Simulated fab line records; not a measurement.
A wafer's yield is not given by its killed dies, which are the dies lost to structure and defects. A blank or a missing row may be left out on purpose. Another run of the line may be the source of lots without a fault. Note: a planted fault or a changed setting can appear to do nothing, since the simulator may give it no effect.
A struck lot beside a sound one -- flow nand harc -- 14 out of 1159 route steps
Sound: these wafers, L577.1, L577.2, L577.4. Struck: wafer L581.4. (L581.1, L581.3 of the same lot were not struck and are left out.) The cause comes at the end.
Per side, at each step with rows, come the tool, then ch with its chambers, and then its first start. Under that, the readings that differ: sound wafers -- struck wafers -- difference of the means -- sigmas: that difference in standard deviations of wafers without a fault.
alike: readings whose means differ by less than 2 such deviations, and words and numbers that are the same on both sides. not compared: withheld readings, readings that some wafer has no value for, bounds like >300 that may hide the same value, and numbers for which the record gives no deviation and whose values overlap.
A row with sigmas, a row that says differs or no value, or rows on one side alone: a step with any of these is where the two part. When numbers do not overlap yet have no deviation, they are printed without sigmas and do not part them. A reading that every wafer of one side lacks parts them only if that side has two wafers or more.

first, 1 step without rows for these wafers: NHARC_P_M2_STRIP_19 (strips in post etch residue remover, time 600 s).
NHARC_P_M2_DEGAS_29: time 60 s.
  sound on pvd sputter-03, day 7 07:43; struck on pvd sputter-02, day 8 04:38
  alike: heater power w
NHARC_P_M2_PRE_CLEAN_30: time 30 s.
  sound on pvd sputter-03; struck on pvd sputter-02
  alike: heater power w
NHARC_P_M2_PVD_20: deposits TaN, target thk 5 nm, time 8.06 s.
  sound on pvd sputter-03; struck on pvd sputter-02
  alike: throttle valve pct
NHARC_P_M2_PVD_21: deposits Cu, target thk 30 nm, time 20.49 s.
  sound on pvd sputter-03; struck on pvd sputter-02
reading,sound,struck,difference,sigmas
throttle valve pct (%),29.8 29.6 29.8,27.8,-1.9,-2
then, 2 steps without rows for these wafers: NHARC_P_M2_ECD_22 (material Cu, target thk 400 nm); NHARC_P_M2_ANNEAL_31 (time 90 s).
NHARC_P_M2_CMP_23: polishes, t overpolish 20 s, target thk 144.3 nm.
  sound on cmp-02 ch 0,2,3, day 7 08:50; struck on cmp-03 ch 0, day 8 05:43
  alike: motor current A, time to endpoint s
NHARC_P_M2_THK_MEAS_24: measures by xrf.
  sound on film metro-02, day 7 09:07; struck on film metro-02, day 8 06:01
  alike: thk nm
after that, 1 step had no rows for these wafers: NHARC_P_M2_SRD_25.
NHARC_P_M2_INSPECT_27:
  sound on defect inspect-01, day 7 09:17; struck on defect inspect-02, day 8 06:11
  alike: raw defect count
NHARC_P_M2_PRE_CLEAN_32: time 12 s.
  sound on pecvd-03 ch 0,1,2, day 7 09:22; struck on pecvd-03 ch 1, day 8 06:16
reading,sound,struck,difference,sigmas
rf fwd power W (W),294.0 293.5 294.7,242.3,-51.8,-54
  alike: heater power w
then, 1 step without rows for these wafers: NHARC_P_M2_DEP_33 (deposits SiCN, target thk 30 nm).
-- record jumps: 13 days between struck wafers' starts before vs after; left off in module P_M2, resumes in module END, first step shown is number 1159 of the route --
NHARC_END_SORT_01:
  sound on prober-01 ch 0, day 20 11:13; struck on prober-01 ch 0, day 21 06:20
reading,sound,struck,difference,sigmas
killed at other,1 0 0,3,+3,+4
killed short,3 4 3,0,-3,-2
  alike: defect limited yield, killed at array, killed at periphery, killed dies, killed open, sort_bin_2_pct, sort_bin_3_pct, sort_bin_4_pct, sort n pass, sort rim yield pct, sort yield pct

== WHERE THEY PART ==
At NHARC_P_M2_PVD_21 first; at NHARC_END_SORT_01 last (within this record only).

WHY: what the simulator had put in
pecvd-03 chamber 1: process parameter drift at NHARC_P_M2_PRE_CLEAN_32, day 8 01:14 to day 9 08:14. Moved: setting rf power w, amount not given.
